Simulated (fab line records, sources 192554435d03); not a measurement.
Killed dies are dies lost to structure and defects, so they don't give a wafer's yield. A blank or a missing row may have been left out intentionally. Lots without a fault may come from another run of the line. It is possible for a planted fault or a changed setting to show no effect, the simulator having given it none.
Split-lot study    flow n5_finfet    7 lots, 21 wafers read, on a route of 1938 steps

## THE SPLIT ITSELF
At N5_BEOL_M5_TRENCH_ETCH_37 (etches SiCOH lowk in C4F6/O2, target depth 71.652 nm, time 24.7 s), the setting bias_w was moved away from the recipe's 185 W on 3 of the 21 wafers read, by -4.8% to +14.0%. For the rest of the wafers, this setting stayed at what the recipe calls for.

Reading taken at the split's own step.

## THE READING
rf_vpp_V, in V, at N5_BEOL_M5_TRENCH_ETCH_37 (etches SiCOH lowk in C4F6/O2, target depth 71.652 nm, time 24.7 s). Fault-free wafers of this fab line usually give 667 V, standard deviation 25 V.

wafer   tool, chamber at the split  bias_w as run, W  against the recipe  rf_vpp_V, V  against lot-mates on the recipe
L075.1  rie_diel-02, 1              185               recipe              663          -
L075.3  rie_diel-02, 0              185               recipe              677          -
L075.5  rie_diel-02, 2              185               recipe              677          -
L074.2  rie_diel-02, 0              185               recipe              677          -
L074.5  rie_diel-02, 2              210.9             +14.0%              753          +83
L074.6  rie_diel-02, 1              185               recipe              663          -
L078.3  rie_diel-02, 3              185               recipe              648          -
L078.5  rie_diel-02, 1              185               recipe              663          -
L078.6  rie_diel-02, 2              185               recipe              676          -
L080.2  rie_diel-03, 2              185               recipe              645          -
L080.4  rie_diel-03, 3              185               recipe              673          -
L080.5  rie_diel-03, 1              185               recipe              659          -
L084.1  rie_diel-03, 2              185               recipe              645          -
L084.2  rie_diel-03, 3              185               recipe              673          -
L084.3  rie_diel-03, 0              185               recipe              646          -
L086.1  rie_diel-03, 0              185               recipe              647          -
L086.2  rie_diel-03, 1              185               recipe              659          -
L086.4  rie_diel-03, 3              203.4             +9.9%               727          +74
L092.1  rie_diel-03, 2              176.1             -4.8%               619          -32
L092.3  rie_diel-03, 1              185               recipe              658          -
L092.4  rie_diel-03, 0              185               recipe              645          -

FIT RESULTS
A straight line over all 21 wafers: rf_vpp_V changes by +6.8 V for each +1% of bias_w; r = +0.91; the points scatter about the line by 12 V.
The same after taking each lot's own level away (the mean of its wafers on the recipe; 21 wafers): +6.46 V for each +1%; r = +0.93; scatter 9.8 V.
According to that fit, moving bias_w by its largest amount changes the reading by 90 V.
Across the lots, their own levels run from 651.5 to 672.3 V, a range of 0.8 times the standard deviation given above.
The two slopes are in agreement: the lot-to-lot level therefore moves the slope only a little.
Check: +102 V against its lot-mates is what the line predicts for one of the wafers moved furthest among these (+14.0%) when that wafer is left out of the fit. Against them it came out at +83 V.
Tool readings at the split's step, against how far the setting was moved: rf_vpp_V r = +0.91.

## OTHER SPLITS APPLIED TO THESE WAFERS
Before the reading, these wafers also passed through other splits. Each is held against what the fit with the lots' levels taken away leaves over:
other split on the same wafers  wafers away from the commonest value  r with rf_vpp_V (lot level and that fit taken away)
N5_BEOL_M5_EXPOSE_08 dose_mj    6                                     +0.10

## THE FILE'S OWN FIT
rf_vpp_V changes by +6.47 V for each +1% of bias_w, r = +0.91.
